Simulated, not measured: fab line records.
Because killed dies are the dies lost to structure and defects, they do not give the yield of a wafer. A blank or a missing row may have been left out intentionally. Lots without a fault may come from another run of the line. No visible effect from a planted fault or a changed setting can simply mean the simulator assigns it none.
A lot that was struck, set against a sound lot | flow n5 finfet | 15 steps out of a route of 1938
Sound: these wafers, L517.2, L517.4, L517.5. Struck: wafer L522.5 (L522.3, L522.6, from the same lot, were not struck and are left out); the cause is given at the end.
At each step with rows: each side's tool, then ch and its chambers, then its first start. Under that, the readings that differ: sound wafers | struck wafers | difference of the means | sigmas: that difference in standard deviations of wafers without a fault.
alike: words and numbers the same on both sides, and readings whose means are apart by under 2 such deviations; not compared: readings that were withheld, readings missing a value for some wafer, numbers with overlapping values and no deviation given by the record, and bounds like >300 which may hide the same value.
Wherever a step has rows on one side only, a row that says differs or no value, or a row with sigmas, the two part there. When numbers do not overlap yet have no deviation, they are printed without sigmas and do not part them. A reading missing from all wafers of one side parts the sides only when that side holds two or more wafers.

first, 2 steps without rows for these wafers: N5_FIN_SAQP_HM_OPEN_73 (chemistry CHF3/O2, target SiO2, stops on a-Si, target depth 12 nm, time 16.8 s); N5_FIN_SAQP_STRIP_74 (strips in CHF3/O2).
N5_FIN_SAQP_MANDREL_ETCH_22: etches a-Si in HBr/Cl2, stops on SiNx, target depth 60 nm, bt time 10 s, time 30 s.
  sound on rie si-01 ch 1,2,3, day 2 22:31; struck on rie si-02 ch 2, day 4 04:06
  alike: drypump motor current A, oes product au, throttle valve pct
  not compared: rf hours counter h
N5_FIN_SAQP_STRIP_55: strips in N2/H2.
  sound on rie diel-04 ch 0,3, day 2 22:37; struck on rie diel-01 ch 3, day 4 04:12
  reading               | sound             | struck | difference | sigmas
  oes product au (a.u.) | 0.74 0.75 0.77    | 0.90   | +0.15      | +2
  rf vpp V (V)          | 124.5 123.4 122.6 | 120.5  | -3.0       | -2
  alike: drypump motor current A, power w, showerhead plenum p Torr, throttle valve pct
  not compared: rf hours counter h
then, 2 steps without rows for these wafers: N5_FIN_SAQP_STRIP_23 (strips in SPM, time 750 s); N5_FIN_SAQP_SRD_66 (time 30 s).
N5_FIN_SAQP_RECESS_75: chemistry HF/NH3, target SiO2, target depth 14.4 nm, afs cycles 3, sublimation time 60 s.
  sound on vapor etch-01 ch 0,1, day 2 23:16; struck on vapor etch-01 ch 0, day 4 04:38
  alike: drypump motor current A
then, 1 step without rows for these wafers: N5_FIN_SAQP_SPACER1_ALD_24 (deposits SiO2, target thk 20.3 nm, pulse time 1 s, purge time 2 s).
N5_FIN_SAQP_SPACER1_ETCHBACK_25: etches SiO2 in CHF3/O2, target depth 24.4 nm, time 12.2 s.
  sound on rie diel-04 ch 0,2,3, day 3 00:22; struck on rie diel-04 ch 0, day 4 05:50
  alike: drypump motor current A, oes_ar_750_au, oes_f_703_au, oes product au, rf vpp V, showerhead plenum p Torr, throttle valve pct
  not compared: rf hours counter h
then, 1 step without rows for these wafers: N5_FIN_SAQP_MANDREL1_REMOVE_56 (chemistry HBr/Cl2/O2, target a-Si, stops on SiNx, bt time 10 s).
N5_FIN_SAQP_CD_MEAS_27: the cd target is 20 nm.
  sound on cd sem-03 ch 0, day 3 00:35; struck on cd sem-02 ch 0, day 4 06:02
  alike: cd nm
then, 1 step without rows for these wafers: N5_FIN_SAQP_ETCH_57 (etches SiNx in CH3F/O2, target depth 32.5 nm, time 46.4 s).
N5_FIN_SAQP_ETCH_65: etches SiO2 in CF4, target depth 4 nm, time 4.4 s.
  sound on rie si-01 ch 0,2,3, day 3 00:44; struck on rie si-03 ch 2, day 4 06:11
  reading                  | sound             | struck | difference | sigmas
  model.etch.depth nm (nm) | 3.939 4.085 3.945 | 3.49   | -0.50      |
  alike: cf4 flow sccm, drypump motor current A, oes product au, throttle valve pct
  not compared: rf hours counter h
N5_FIN_SAQP_MANDREL_ETCH_58: etches a-Si in HBr/Cl2, stops on SiNx, target depth 45 nm, bt time 10 s, time 27 s.
  sound on rie si-01 ch 0,2,3, day 3 00:46; struck on rie si-03 ch 2, day 4 06:14
  reading                | sound             | struck | difference | sigmas
  throttle valve pct (%) | 35.80 35.52 35.60 | 35.14  | -0.50      | -2
  alike: drypump motor current A, oes product au
  not compared: rf hours counter h
-- record jumps: 6 days separate the struck wafers' starts on either side; left off in module FIN_SAQP, taken up again in module BEOL_M4, whose first shown step is the route's number 1111 --
N5_BEOL_M4_RC_MEAS_101:
  sound on prober-02 ch 0, day 8 10:20; struck on prober-01 ch 0, day 10 17:47
  alike: DIBL_N, DIBL_P, IOFF_N, IOFF_P, ION_N, ION_P, SS_N, SS_P, VT_N, VT_P

## WHERE THEY PART
First at N5_FIN_SAQP_STRIP_55; last, within this record, at N5_FIN_SAQP_MANDREL_ETCH_58. Later steps at which nothing parts them and some readings are alike: N5_BEOL_M4_RC_MEAS_101.

WHY: what the simulator had put in
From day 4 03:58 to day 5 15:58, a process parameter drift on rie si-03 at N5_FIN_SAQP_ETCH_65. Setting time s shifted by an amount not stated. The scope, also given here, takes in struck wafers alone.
